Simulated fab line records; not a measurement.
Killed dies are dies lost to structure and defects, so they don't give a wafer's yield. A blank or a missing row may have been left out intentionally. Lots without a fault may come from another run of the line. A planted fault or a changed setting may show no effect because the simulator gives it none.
fab line records + flow n5_finfet
record:
- lots: 10
- wafers: 29
- last_day: 17
route steps=1938 shown BEOL_M10@1507 BEOL_M11@1537 PASSIVATION@1936
lots that met no fault: from a run of the same line without faults
start_h: the number of hours between the record's first day and the start of the first shown wafer of the lot + wait_h: time in hours since the lot's previous step + " same as the row above + L1.1+2: a row that stands for several wafers + - value missing, or start not given + * or withheld: withheld + < > ~ a bound
route shown NAME@n: a module of which the file shows steps, and the number in the route of the first + usual: average and standard deviation across the fault-free wafers + same: alike in all rows + chamber/n: place in a boat + sites: the reading at each site + _std_site: standard deviation across them + _edge_site: inner sites' mean taken away from outer sites' mean + radius_mm: for every site, how far away it sits from the centre of the wafer + mask NAME#n: copy n + behind: the most recent tool/chamber to have shaped the wafer + hold: the reason the lot was held/the length of the hold in hours/how it ended + device: names the non-switching transistor (n, p or np) + end of line: the route-end tests of the same wafers + for a step that has no rows: nothing shown but its recipe + killed: count of dies lost to structure and defects at first sort (not the wafer's yield) + map: the dies of a wafer, with x for killed, . for not killed, _ for no die there
set.NAME: the run value of the setting; set.NAME@STEP: its run value at that earlier step + model.NAME: the simulator's own value behind a step, which no gauge read
one table for each step of the route and one row for each wafer, over a sample of lots
services: a tool's chamber out of use, with start hour (start_h, from the record's first day; less than 0 if before it), hours out, and reason
== steps ==
step: N5_BEOL_M10_ETCH_66
recipe:
- chemistry: N2/H2
- target: SOC
- target_depth_a: 1200
- overetch_a: 240
- mask_material: SiARC
- temp_c: 40
- time_s: 180
- ion_energy_ev: 200
- pressure_mtorr: 30
- source_w: 840
- bias_w: 150
- n2_flow_sccm: 200
- h2_flow_sccm: 200
usual:
- bias_w: 150.0/0.43
- chamber_pressure_mTorr: 29.995/0.023
- drypump_motor_current_A: 5.6/0.52
- n2_flow_sccm: 200.0/0.67
- oes_product_au: 0.66/0.041
- rf_vpp_V: 524.8/2.7
- showerhead_plenum_p_Torr: 2.57/0.099
- throttle_valve_pct: 17.74/0.15
| lot.wafer | tool        | chamber | start_h | wait_h | bias_w | chamber_pressure_mTorr | drypump_motor_current_A | n2_flow_sccm | oes_product_au | rf_hours_counter_h | rf_vpp_V | showerhead_plenum_p_Torr | throttle_valve_pct |
|-----------|-------------|---------|---------|--------|--------|------------------------|-------------------------|--------------|----------------|--------------------|----------|--------------------------|--------------------|
| L602.4    | rie_diel-02 | 2       | 203.58  | 0.0    | 149.1  | 29.946                 | 5.8                     | 199.8        | 0.65           | 90                 | 529.1    | 2.69                     | 17.73              |
| L602.5    | "           | 0       | "       | "      | 150.0  | 30.004                 | 5.8                     | 199.4        | 0.69           | -                  | 524.1    | 2.60                     | 17.56              |
| L602.6    | "           | 1       | "       | "      | 150.5  | 30.019                 | 5.6                     | 199.2        | 0.66           | -                  | 524.9    | 2.57                     | 17.49              |
| L603.2    | rie_diel-06 | 0       | 221.15  | 0.0    | 149.9  | 29.970                 | 5.3                     | 200.6        | 0.70           | 34                 | 528.4    | 2.71                     | 17.77              |
| L603.3    | "           | 3       | "       | "      | 150.1  | 29.999                 | 5.1                     | 200.5        | 0.69           | 66                 | 527.2    | 2.66                     | 17.59              |
| L603.4    | "           | 2       | "       | "      | 149.5  | 29.983                 | 5.4                     | 200.2        | 0.70           | 49                 | 529.6    | 2.70                     | 17.88              |
| L605.2    | rie_diel-01 | 2       | 224.69  | 0.0    | 149.9  | 30.010                 | 6.4                     | 199.7        | 0.74           | 15                 | 522.9    | 2.48                     | 17.50              |
| L605.4    | "           | 3       | "       | "      | 149.8  | 30.008                 | 5.7                     | 200.1        | 0.68           | 57                 | 521.1    | 2.47                     | 17.75              |
| L605.5    | "           | 3       | "       | "      | 150.5  | 29.966                 | 5.7                     | 199.6        | 0.67           | -                  | 521.4    | 2.47                     | 17.75              |
| L607.2    | rie_diel-02 | 1       | 247.13  | 0.0    | 150.5  | 30.008                 | 5.6                     | 200.5        | 0.65           | 87                 | 525.4    | 2.57                     | 17.54              |
| L607.3    | "           | 2       | "       | "      | 149.6  | 30.019                 | 5.8                     | 200.1        | 0.63           | 105                | 528.7    | 2.68                     | 17.78              |
| L607.5    | "           | 2       | "       | "      | 149.7  | 30.025                 | 5.8                     | 199.8        | 0.64           | -                  | 526.6    | 2.68                     | 17.79              |
| L609.2    | rie_diel-01 | 1       | 249.95  | 0.0    | 149.9  | 29.992                 | 5.3                     | 200.5        | 0.55           | 245                | 522.4    | 2.51                     | 18.05              |
| L609.3    | "           | 3       | "       | "      | 150.6  | 30.041                 | 5.7                     | 199.8        | 0.66           | 67                 | 521.3    | 2.46                     | 17.79              |
| L609.5    | "           | 3       | "       | "      | 150.7  | 30.005                 | 5.7                     | 200.3        | 0.66           | -                  | 521.6    | 2.46                     | 17.79              |
| L612.1    | rie_diel-06 | 0       | 272.27  | 0.0    | 150.0  | 29.991                 | 5.3                     | 199.7        | 0.68           | 50                 | 528.8    | 2.70                     | 17.78              |
| L612.2    | "           | 2       | "       | "      | 150.9  | 30.005                 | 5.4                     | 199.9        | 0.68           | 67                 | 526.9    | 2.69                     | 17.90              |
| L612.4    | "           | 1       | "       | "      | 150.3  | 30.035                 | 6.7                     | 201.9        | 0.62           | 141                | 522.4    | 2.45                     | 18.01              |
| L616.3    | rie_diel-06 | 1       | 306.75  | 0.0    | 149.9  | 29.980                 | 6.7                     | 200.7        | 0.62           | 152                | 521.2    | 2.44                     | 18.03              |
| L616.5    | "           | 3       | "       | "      | 150.1  | 30.029                 | 5.2                     | 200.2        | 0.65           | -                  | 527.8    | 2.65                     | 17.62              |
| L616.6    | "           | 0       | "       | "      | 149.8  | 29.998                 | 5.3                     | 201.8        | 0.66           | -                  | 527.2    | 2.70                     | 17.81              |
| L618.3    | rie_diel-02 | 0       | 312.75  | 0.0    | 149.5  | 29.968                 | 5.8                     | 199.9        | 0.64           | 98                 | 524.1    | 2.58                     | 17.65              |
| L618.5    | "           | 0       | "       | "      | 149.9  | 29.989                 | 5.8                     | 199.7        | 0.65           | -                  | 525.0    | 2.58                     | 17.65              |
| L618.6    | "           | 3       | "       | "      | 149.6  | 30.014                 | 4.7                     | 199.9        | 0.62           | -                  | 521.5    | 2.44                     | 17.85              |
| L622.1    | rie_diel-02 | 0       | 323.77  | 0.0    | 150.3  | 29.973                 | 5.8                     | 199.1        | 0.63           | 103                | 525.7    | 2.58                     | 17.65              |
| L622.2    | "           | 3       | "       | "      | 150.7  | 30.015                 | 4.7                     | 200.3        | 0.62           | 134                | 520.8    | 2.43                     | 17.87              |
| L622.6    | "           | 3       | "       | "      | 150.4  | 29.981                 | 4.7                     | 199.7        | 0.62           | -                  | 521.3    | 2.43                     | 17.87              |
| L623.1    | rie_diel-02 | 3       | 352.89  | 0.0    | 150.3  | 29.939                 | 4.7                     | 199.3        | 0.61           | 140                | 520.5    | 2.43                     | 17.88              |
| L623.5    | "           | 2       | "       | "      | 150.7  | 29.983                 | 5.8                     | 199.2        | 0.63           | -                  | 527.8    | 2.68                     | 17.79              |
step: N5_BEOL_M10_DEP_56
recipe:
- material: SiCN
- target_thk_a: 150
- temp_c: withheld
- precursor: 3MS/NH3
- pressure_torr: 3
- rf_w: 202
- time_s: 26.5
usual:
- showerhead_plenum_p_Torr: 3.671/0.015
- showerhead_vpp_V: 893/52
- throttle_valve_pct: 9.4/0.62
| lot.wafer | tool     | chamber | start_h | wait_h | showerhead_plenum_p_Torr | showerhead_vpp_V | throttle_valve_pct |
|-----------|----------|---------|---------|--------|--------------------------|------------------|--------------------|
| L602.4    | pecvd-01 | 0       | 206.71  | 0.0    | 3.697                    | 879              | 10.4               |
| L602.5    | "        | 2       | "       | "      | 3.677                    | 905              | 9.4                |
| L602.6    | "        | 1       | "       | "      | 3.667                    | 818              | 9.1                |
| L603.2    | pecvd-01 | 1       | 224.13  | 0.0    | 3.666                    | 813              | 9.3                |
| L603.3    | "        | 2       | "       | "      | 3.662                    | 904              | 9.4                |
| L603.4    | "        | 1       | "       | "      | 3.667                    | 817              | 9.1                |
| L605.2    | pecvd-03 | 2       | 227.56  | 0.0    | 3.667                    | 876              | 9.1                |
| L605.4    | "        | 2       | "       | "      | 3.658                    | 888              | 8.8                |
| L605.5    | "        | 2       | "       | "      | 3.659                    | 876              | 8.8                |
| L607.2    | pecvd-03 | 0       | 249.78  | 0.0    | 3.660                    | 904              | 9.9                |
| L607.3    | "        | 1       | "       | "      | 3.671                    | 872              | 8.4                |
| L607.5    | "        | 0       | "       | "      | 3.664                    | 937              | 10.1               |
| L609.2    | pecvd-03 | 0       | 252.83  | 0.0    | 3.660                    | 896              | 10.1               |
| L609.3    | "        | 1       | "       | "      | 3.669                    | 878              | 8.4                |
| L609.5    | "        | 1       | "       | "      | 3.683                    | 860              | 8.6                |
| L612.1    | pecvd-04 | 1       | 274.80  | 0.0    | 3.654                    | 1006             | 9.1                |
| L612.2    | "        | 2       | "       | "      | 3.669                    | 928              | 9.4                |
| L612.4    | "        | 2       | "       | "      | 3.651                    | 940              | 9.3                |
| L616.3    | pecvd-01 | 2       | 309.74  | 0.0    | 3.686                    | 895              | 9.6                |
| L616.5    | "        | 0       | "       | "      | 3.698                    | 895              | 10.5               |
| L616.6    | "        | 1       | "       | "      | 3.668                    | 831              | 9.0                |
| L618.3    | pecvd-01 | 1       | 315.56  | 0.0    | 3.668                    | 821              | 9.4                |
| L618.5    | "        | 0       | "       | "      | 3.700                    | 883              | 10.4               |
| L618.6    | "        | 2       | "       | "      | 3.670                    | 902              | 9.7                |
| L622.1    | pecvd-03 | 0       | 327.25  | 0.0    | 3.655                    | 909              | 10.4               |
| L622.2    | "        | 2       | "       | "      | 3.663                    | 891              | 8.9                |
| L622.6    | "        | 2       | "       | "      | 3.660                    | 888              | 8.8                |
| L623.1    | pecvd-04 | 1       | 355.74  | 0.0    | 3.648                    | 1016             | 9.4                |
| L623.5    | "        | 2       | "       | "      | 3.664                    | 918              | 9.2                |
step: N5_BEOL_M10_INSPECT_58
recipe:
- inspect_instrument: darkfield
- mode: post_dep
usual:
- raw_defect_count: 68/22
| lot.wafer | tool              | chamber | start_h | wait_h | raw_defect_count |
|-----------|-------------------|---------|---------|--------|------------------|
| L602.4    | defect_inspect-01 | -       | 206.79  | 0.0    | 88               |
| L602.5    | "                 | -       | "       | "      | 56               |
| L602.6    | "                 | -       | "       | "      | 88               |
| L603.2    | defect_inspect-02 | -       | 224.23  | 0.0    | 70               |
| L603.3    | "                 | -       | "       | "      | 118              |
| L603.4    | "                 | -       | "       | "      | 58               |
| L605.2    | defect_inspect-01 | -       | 227.68  | 0.0    | 63               |
| L605.4    | "                 | -       | "       | "      | 62               |
| L605.5    | "                 | -       | "       | "      | 64               |
| L607.2    | defect_inspect-01 | -       | 249.88  | 0.0    | 62               |
| L607.3    | "                 | -       | "       | "      | 50               |
| L607.5    | "                 | -       | "       | "      | 60               |
| L609.2    | defect_inspect-01 | -       | 252.93  | 0.0    | 122              |
| L609.3    | "                 | -       | "       | "      | 103              |
| L609.5    | "                 | -       | "       | "      | 87               |
| L612.1    | defect_inspect-02 | -       | 274.92  | 0.0    | 70               |
| L612.2    | "                 | -       | "       | "      | 55               |
| L612.4    | "                 | -       | "       | "      | 52               |
| L616.3    | defect_inspect-02 | -       | 309.84  | 0.0    | 43               |
| L616.5    | "                 | -       | "       | "      | 49               |
| L616.6    | "                 | -       | "       | "      | 978              |
| L618.3    | defect_inspect-01 | -       | 315.66  | 0.0    | 1006             |
| L618.5    | "                 | -       | "       | "      | 96               |
| L618.6    | "                 | -       | "       | "      | 83               |
| L622.1    | defect_inspect-02 | -       | 327.35  | 0.0    | 68               |
| L622.2    | "                 | -       | "       | "      | 46               |
| L622.6    | "                 | -       | "       | "      | 80               |
| L623.1    | defect_inspect-01 | -       | 355.84  | 0.0    | 95               |
| L623.5    | "                 | -       | "       | "      | 140              |
step: N5_BEOL_M11_CURE_71
recipe:
- temp_c: 385
- time_s: 240
- ambient: He/Ar
- material: SiCOH_lowk
usual:
- lamp_power_pct: 52.31/0.049
- wafer_temp_C_max: 386.8/0.57
| lot.wafer | tool       | chamber | start_h | wait_h | lamp_power_pct | wafer_temp_C_max |
|-----------|------------|---------|---------|--------|----------------|------------------|
| L602.4    | uv_cure-02 | 1       | 207.14  | 0.3    | 52.26          | 386.7            |
| L602.5    | "          | 1       | "       | "      | 52.27          | 387.0            |
| L602.6    | "          | 1       | "       | "      | 52.29          | 386.2            |
| L603.2    | uv_cure-01 | 2       | 224.43  | 0.1    | 52.32          | 386.7            |
| L603.3    | "          | 2       | "       | "      | 52.30          | 387.4            |
| L603.4    | "          | 2       | "       | "      | 52.28          | 387.5            |
| L605.2    | uv_cure-03 | 2       | 228.10  | 0.3    | 52.19          | 388.6            |
| L605.4    | "          | 2       | "       | "      | 52.25          | 387.8            |
| L605.5    | "          | 2       | "       | "      | 52.37          | 387.6            |
| L607.2    | uv_cure-01 | 0       | 250.16  | 0.2    | 52.33          | 386.3            |
| L607.3    | "          | 0       | "       | "      | 52.31          | 386.9            |
| L607.5    | "          | 0       | "       | "      | 52.34          | 386.4            |
| L609.2    | uv_cure-03 | 2       | 253.12  | 0.1    | 52.33          | 387.9            |
| L609.3    | "          | 2       | "       | "      | 52.23          | 387.3            |
| L609.5    | "          | 2       | "       | "      | 52.38          | 387.5            |
| L612.1    | uv_cure-03 | 2       | 275.04  | 0.0    | 52.28          | 387.5            |
| L612.2    | "          | 2       | "       | "      | 52.33          | 387.7            |
| L612.4    | "          | 2       | "       | "      | 52.29          | 387.4            |
| L616.3    | uv_cure-01 | 2       | 310.11  | 0.2    | 52.28          | 387.9            |
| L616.5    | "          | 2       | "       | "      | 52.35          | 386.6            |
| L616.6    | "          | 2       | "       | "      | 52.24          | 387.4            |
| L618.3    | uv_cure-03 | 0       | 315.93  | 0.2    | 52.26          | 386.4            |
| L618.5    | "          | 0       | "       | "      | 52.39          | 385.9            |
| L618.6    | "          | 0       | "       | "      | 52.35          | 386.0            |
| L622.1    | uv_cure-01 | 0       | 327.72  | 0.3    | 52.33          | 386.9            |
| L622.2    | "          | 0       | "       | "      | 52.35          | 386.8            |
| L622.6    | "          | 0       | "       | "      | 52.35          | 386.7            |
| L623.1    | uv_cure-01 | 2       | 355.96  | 0.0    | 52.28          | 387.3            |
| L623.5    | "          | 2       | "       | "      | 52.32          | 387.1            |
step: N5_BEOL_M11_HM_DEP_02
recipe:
- material: TiN
- target_thk_a: 200
- temp_c: 25
- chamber_pressure_pa: 0.49996
usual:
- substrate_temp_c: 25.00/0.1
- throttle_valve_pct: 29.5/1.1
| lot.wafer | tool           | chamber | start_h | wait_h | substrate_temp_c | throttle_valve_pct |
|-----------|----------------|---------|---------|--------|------------------|--------------------|
| L602.4    | pvd_sputter-03 | -       | 209.41  | 1.9    | 25.02            | 31.0               |
| L602.5    | "              | -       | "       | "      | 24.92            | 29.3               |
| L602.6    | "              | -       | "       | "      | 24.88            | 29.3               |
| L603.2    | pvd_sputter-03 | -       | 225.65  | 0.7    | 24.98            | 30.8               |
| L603.3    | "              | -       | "       | "      | 24.97            | 29.2               |
| L603.4    | "              | -       | "       | "      | 25.07            | 29.2               |
| L605.2    | pvd_sputter-01 | -       | 230.96  | 2.0    | 24.83            | 30.3               |
| L605.4    | "              | -       | "       | "      | 24.98            | 27.7               |
| L605.5    | "              | -       | "       | "      | 25.07            | 28.2               |
| L607.2    | pvd_sputter-03 | -       | 251.42  | 0.4    | 25.00            | 31.8               |
| L607.3    | "              | -       | "       | "      | 24.97            | 29.5               |
| L607.5    | "              | -       | "       | "      | 25.09            | 29.3               |
| L609.2    | pvd_sputter-02 | -       | 254.70  | 1.1    | 25.10            | 30.3               |
| L609.3    | "              | -       | "       | "      | 25.01            | 29.6               |
| L609.5    | "              | -       | "       | "      | 25.07            | 28.6               |
| L612.1    | pvd_sputter-02 | -       | 276.20  | 0.6    | 24.81            | 29.5               |
| L612.2    | "              | -       | "       | "      | 24.96            | 28.7               |
| L612.4    | "              | -       | "       | "      | 25.09            | 30.1               |
| L616.3    | pvd_sputter-01 | -       | 310.72  | 0.2    | 25.07            | 27.3               |
| L616.5    | "              | -       | "       | "      | 24.87            | 29.5               |
| L616.6    | "              | -       | "       | "      | 24.94            | 27.3               |
| L618.3    | pvd_sputter-02 | -       | 317.21  | 0.9    | 24.98            | 29.9               |
| L618.5    | "              | -       | "       | "      | 24.99            | 28.7               |
| L618.6    | "              | -       | "       | "      | 25.17            | 30.2               |
| L622.1    | pvd_sputter-03 | -       | 332.10  | 3.8    | 25.02            | 29.1               |
| L622.2    | "              | -       | "       | "      | 25.05            | 29.6               |
| L622.6    | "              | -       | "       | "      | 25.13            | 32.2               |
| L623.1    | pvd_sputter-03 | -       | 357.13  | 0.6    | 24.96            | 31.8               |
| L623.5    | "              | -       | "       | "      | 25.00            | 31.9               |
step: N5_BEOL_M11_INSPECT_13
recipe:
- mode: adi
- inspect_instrument: brightfield
usual:
- raw_defect_count: 399/92
| lot.wafer | tool              | chamber | start_h | wait_h | raw_defect_count |
|-----------|-------------------|---------|---------|--------|------------------|
| L602.4    | defect_inspect-01 | -       | 209.83  | 0.0    | 571              |
| L602.5    | "                 | -       | "       | "      | 425              |
| L602.6    | "                 | -       | "       | "      | 564              |
| L603.2    | defect_inspect-02 | -       | 226.22  | 0.0    | 357              |
| L603.3    | "                 | -       | "       | "      | 451              |
| L603.4    | "                 | -       | "       | "      | 427              |
| L605.2    | defect_inspect-02 | -       | 231.38  | 0.0    | 308              |
| L605.4    | "                 | -       | "       | "      | 311              |
| L605.5    | "                 | -       | "       | "      | 242              |
| L607.2    | defect_inspect-02 | -       | 251.97  | 0.0    | 376              |
| L607.3    | "                 | -       | "       | "      | 318              |
| L607.5    | "                 | -       | "       | "      | 488              |
| L609.2    | defect_inspect-02 | -       | 255.25  | 0.0    | 484              |
| L609.3    | "                 | -       | "       | "      | 517              |
| L609.5    | "                 | -       | "       | "      | 544              |
| L612.1    | defect_inspect-02 | -       | 276.75  | 0.0    | 313              |
| L612.2    | "                 | -       | "       | "      | 341              |
| L612.4    | "                 | -       | "       | "      | 331              |
| L616.3    | defect_inspect-02 | -       | 311.27  | 0.0    | 178              |
| L616.5    | "                 | -       | "       | "      | 339              |
| L616.6    | "                 | -       | "       | "      | 1186             |
| L618.3    | defect_inspect-01 | -       | 317.76  | 0.0    | 1367             |
| L618.5    | "                 | -       | "       | "      | 446              |
| L618.6    | "                 | -       | "       | "      | 359              |
| L622.1    | defect_inspect-02 | -       | 332.53  | 0.0    | 404              |
| L622.2    | "                 | -       | "       | "      | 286              |
| L622.6    | "                 | -       | "       | "      | 382              |
| L623.1    | defect_inspect-01 | -       | 357.69  | 0.0    | 491              |
| L623.5    | "                 | -       | "       | "      | 641              |
step: N5_PASSIVATION_PROBE_49
usual:
- defect_limited_yield: 91.5/1.6
- killed_at_M0_to_M3: 33/10
- killed_at_M4_up: 13/5.6
- killed_at_contacts: 13/6
- killed_at_front_end: 39/12
- killed_at_other: 3.0/2.8
- killed_dies: 101/19
- killed_open: 65/13
- killed_short: 32/8.3
- sort_bin_4_leakage: 0.00/0.0072
- sort_bin_5_function: 5.0/1
- sort_bin_6_memory: 3.1/0.69
- sort_n_pass: 1079/19
- sort_yield_pct: 91.5/1.6
same:
- gross_dies: 1180
- killed_at_back_side: 0
- sort_bin_8_speed[%]: 0
| lot.wafer | tool      | chamber | start_h | wait_h | defect_limited_yield[%] | killed_at_M0_to_M3 | killed_at_M4_up | killed_at_contacts | killed_at_front_end | killed_at_other | killed_dies | killed_open | killed_short | sort_bin_4_leakage[%] | sort_bin_5_function[%] | sort_bin_6_memory[%] | sort_n_pass | sort_yield_pct[%] |
|-----------|-----------|---------|---------|--------|-------------------------|--------------------|-----------------|--------------------|---------------------|-----------------|-------------|-------------|--------------|-----------------------|------------------------|----------------------|-------------|-------------------|
| L602.4    | prober-02 | -       | 248.96  | 0.2    | 91.1                    | 37                 | 7               | 17                 | 35                  | 9               | 105         | 62          | 43           | 0                     | 5.0                    | 3.6                  | 1075        | 91.1              |
| L602.5    | prober-02 | -       | 249.01  | 0.2    | 93.1                    | 31                 | 4               | 21                 | 22                  | 4               | 82          | 51          | 26           | 0                     | 4.6                    | 2.0                  | 1098        | 93.1              |
| L602.6    | prober-02 | -       | 249.06  | 0.3    | 93.1                    | 20                 | 8               | 17                 | 36                  | 1               | 82          | 44          | 33           | 0                     | 3.6                    | 2.5                  | 1098        | 93.1              |
| L616.3    | prober-01 | -       | 355.55  | 0.1    | 91.7                    | 27                 | 16              | 18                 | 37                  | 0               | 98          | 70          | 28           | 0                     | 5.0                    | 3.1                  | 1082        | 91.7              |
| L616.5    | prober-01 | -       | 355.65  | 0.2    | 92.5                    | 34                 | 14              | 12                 | 28                  | 0               | 88          | 52          | 34           | 0                     | 3.9                    | 3.2                  | 1092        | 92.5              |
| L616.6    | prober-01 | -       | 355.70  | 0.3    | 81.7                    | 24                 | 149             | 15                 | 26                  | 2               | 216         | 53          | 21           | 0                     | 12.3                   | 2.9                  | 964         | 81.7              |
| L618.3    | prober-02 | -       | 363.93  | 0.1    | 81.1                    | 28                 | 153             | 5                  | 36                  | 1               | 223         | 60          | 18           | 0                     | 11.6                   | 4.0                  | 957         | 81.1              |
| L618.5    | prober-02 | -       | 364.03  | 0.2    | 91.9                    | 28                 | 6               | 18                 | 43                  | 1               | 96          | 65          | 24           | 0                     | 4.7                    | 2.8                  | 1084        | 91.9              |
| L618.6    | prober-02 | -       | 364.08  | 0.3    | 89.2                    | 37                 | 10              | 17                 | 61                  | 3               | 128         | 79          | 47           | 0                     | 7.0                    | 3.6                  | 1052        | 89.2              |
| L622.1    | prober-02 | -       | 380.59  | 0.0    | 90.3                    | 45                 | 15              | 14                 | 36                  | 5               | 115         | 77          | 29           | 0                     | 5.9                    | 3.2                  | 1065        | 90.3              |
| L622.2    | prober-02 | -       | 380.64  | 0.1    | 90.8                    | 27                 | 15              | 24                 | 33                  | 10              | 109         | 76          | 31           | 0                     | 6.4                    | 2.7                  | 1071        | 90.8              |
| L622.6    | prober-02 | -       | 380.84  | 0.3    | 88.7                    | 62                 | 8               | 25                 | 32                  | 6               | 133         | 94          | 39           | 0                     | 6.3                    | 4.4                  | 1047        | 88.7              |
killed by level:class
L602.4 BEOL_M0_SAQP:geometric_particle:open=14 MOL_CONTACT_COAG:geometric_particle:open=12 BEOL_M0_SAQP:geometric_particle:short=8 FIN_SAQP:geometric_particle:short=6 BEOL_M1:geometric_particle:open=6 DUMMY_GATE:geometric_particle:short=5 MOL_CONTACT_COAG:geometric_particle:short=5 FIN_SAQP:geometric_particle:open=4
L602.5 MOL_CONTACT_COAG:geometric_particle:open=18 BEOL_M0_SAQP:geometric_particle:open=6 BEOL_M2:geometric_particle:open=6 BEOL_M1:geometric_particle:open=4 FIN_SAQP:geometric_particle:short=3 STI_FIN_REVEAL:geometric_particle:open=3 ILD0:geometric_particle:short=3 GATE_CUT:geometric_particle:short=3
L602.6 MOL_CONTACT_COAG:geometric_particle:open=11 GATE_CUT:geometric_particle:short=8 DUMMY_GATE:geometric_particle:open=7 MOL_CONTACT_COAG:geometric_particle:short=6 FIN_SAQP:geometric_particle:open=6 FIN_SAQP:geometric_particle:short=6 BEOL_M4:geometric_particle:open=6 GATE_CUT:geometric_particle:open=3
L616.3 FIN_SAQP:geometric_particle:open=17 MOL_CONTACT_COAG:geometric_particle:open=11 BEOL_M0_SAQP:geometric_particle:short=8 BEOL_M3:geometric_particle:open=8 MOL_CONTACT_COAG:geometric_particle:short=7 STI_FIN_REVEAL:geometric_particle:open=5 BEOL_M0_SAQP:geometric_particle:open=5 DUMMY_GATE:geometric_particle:open=4
L616.5 BEOL_M3:geometric_particle:open=12 MOL_CONTACT_COAG:geometric_particle:open=9 BEOL_M0_SAQP:geometric_particle:short=8 BEOL_M4:geometric_particle:open=6 FIN_SAQP:geometric_particle:open=4 FIN_SAQP:geometric_particle:short=4 BEOL_M1:geometric_particle:open=4 BEOL_M3:geometric_particle:short=4
L616.6 BEOL_M10:unspecified=140 MOL_CONTACT_COAG:geometric_particle:open=13 BEOL_M0_SAQP:geometric_particle:open=7 DUMMY_GATE:geometric_particle:open=6 BEOL_M0_SAQP:geometric_particle:short=5 FIN_SAQP:geometric_particle:open=4 BEOL_M1:geometric_particle:open=4 BEOL_M6:geometric_particle:open=4
L618.3 BEOL_M10:unspecified=145 DUMMY_GATE:geometric_particle:open=11 FIN_SAQP:geometric_particle:open=8 BEOL_M0_SAQP:geometric_particle:open=7 STI_FIN_REVEAL:geometric_particle:open=6 BEOL_M2:geometric_particle:open=5 BEOL_M3:geometric_particle:open=5 FIN_SAQP:geometric_particle:short=4
L618.5 MOL_CONTACT_COAG:geometric_particle:open=15 BEOL_M2:geometric_particle:open=9 DUMMY_GATE:geometric_particle:open=6 HKMG_FIN:area_etch=6 FIN_SAQP:geometric_particle:short=5 BEOL_M3:geometric_particle:open=5 BEOL_M1:geometric_particle:short=5 FIN_SAQP:geometric_particle:open=4
L618.6 FIN_SAQP:geometric_particle:open=14 MOL_CONTACT_COAG:geometric_particle:open=13 STI_FIN_REVEAL:geometric_particle:open=12 BEOL_M1:geometric_particle:short=9 DUMMY_GATE:geometric_particle:open=7 BEOL_M0_SAQP:geometric_particle:short=7 FIN_SAQP:geometric_particle:short=6 BEOL_M3:geometric_particle:open=6
L622.1 MOL_CONTACT_COAG:geometric_particle:open=12 BEOL_M0_SAQP:geometric_particle:open=11 FIN_SAQP:geometric_particle:open=7 STI_FIN_REVEAL:geometric_particle:open=7 BEOL_M1:geometric_particle:open=7 GATE_CUT:geometric_particle:short=6 BEOL_M0_SAQP:geometric_particle:short=6 BEOL_M3:geometric_particle:open=6
L622.2 MOL_CONTACT_COAG:geometric_particle:open=21 STI_FIN_REVEAL:geometric_particle:open=9 BEOL_M4:geometric_particle:open=8 BEOL_M3:geometric_particle:open=7 BEOL_M1:geometric_particle:open=6 BEOL_M3:geometric_particle:short=5 FIN_SAQP:geometric_particle:open=4 FIN_SAQP:geometric_particle:short=3
L622.6 MOL_CONTACT_COAG:geometric_particle:open=21 BEOL_M3:geometric_particle:open=18 BEOL_M1:geometric_particle:open=15 STI_FIN_REVEAL:geometric_particle:open=13 BEOL_M0_SAQP:geometric_particle:short=9 BEOL_M0_SAQP:geometric_particle:open=7 BEOL_M2:geometric_particle:open=7 BEOL_M3:geometric_particle:short=5
== services ==
| tool           | chamber | start_h | hours | kind                          |
|----------------|---------|---------|-------|-------------------------------|
| pecvd-01       | 2       | 217.11  | 6.5   | repair                        |
| pecvd-03       | 0       | 218.77  | 14.6  | repair                        |
| rie_diel-06    | 3       | 219.51  | 1.4   | repair                        |
| pecvd-03       | -       | 232.87  | 3.7   | repair                        |
| rie_diel-01    | 0       | 239.19  | -     | clean                         |
| rie_diel-01    | 0       | 239.19  | -     | consumable_replace:focus_ring |
| rie_diel-01    | 0       | 239.19  | -     | consumable_replace:showerhead |
| rie_diel-01    | 0       | 239.19  | 32.1  | scheduled_down                |
| rie_diel-01    | 0       | 239.19  | 32.1  | vent_cycle                    |
| pecvd-01       | -       | 252.22  | 2.3   | repair                        |
| rie_diel-02    | 1       | 259.35  | 18.6  | repair                        |
| rie_diel-01    | 1       | 271.35  | -     | clean                         |
| rie_diel-01    | 1       | 271.35  | -     | consumable_replace:focus_ring |
| rie_diel-01    | 1       | 271.35  | 14.4  | scheduled_down                |
| rie_diel-01    | 1       | 271.35  | 14.4  | vent_cycle                    |
| pecvd-04       | 0       | 271.90  | 10.6  | repair                        |
| pecvd-04       | 0       | 320.09  | 16.5  | scheduled_down                |
| uv_cure-03     | -       | 322.08  | 8.3   | repair                        |
| pvd_sputter-03 | -       | 328.74  | 2.3   | repair                        |
| rie_diel-02    | 3       | 329.31  | 13.5  | repair                        |
| pecvd-03       | 2       | 346.52  | 7.2   | repair                        |
| uv_cure-03     | -       | 356.44  | 5.5   | repair                        |
== key ==
first_sign:
- step: N5_BEOL_M10_INSPECT_58
- reading: raw_defect_count
- direction: up
- sigmas: 43
- usual: 68
- struck: 992
effect:
- step: N5_BEOL_M11_INSPECT_13
- reading: raw_defect_count
- direction: up
- sigmas: 9.5
- usual: 399
- struck: 1276
effect:
- step: N5_PASSIVATION_PROBE_49
- reading: killed_at_M4_up
- direction: up
- sigmas: 25
- usual: 13
- struck: 151
more_kills_born_at:
- N5_BEOL_M10_DEP_56@pecvd-01: 285
met_at N5_BEOL_M10_DEP_56
struck_lots L616,L618
struck_wafers L616.6,L618.3
not_acting_at N5_BEOL_M10_ETCH_66,N5_BEOL_M11_CURE_71,N5_BEOL_M11_HM_DEP_02
onset_between 224.13 309.74
fault:
- kind: chamber_particle_source
- tool: pecvd-01
- chamber: 1
- onset_h: 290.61
- steps: N5_BEOL_M10_DEP_56
- rate_per_visit_cm2: 1.3851
- end_h: 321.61
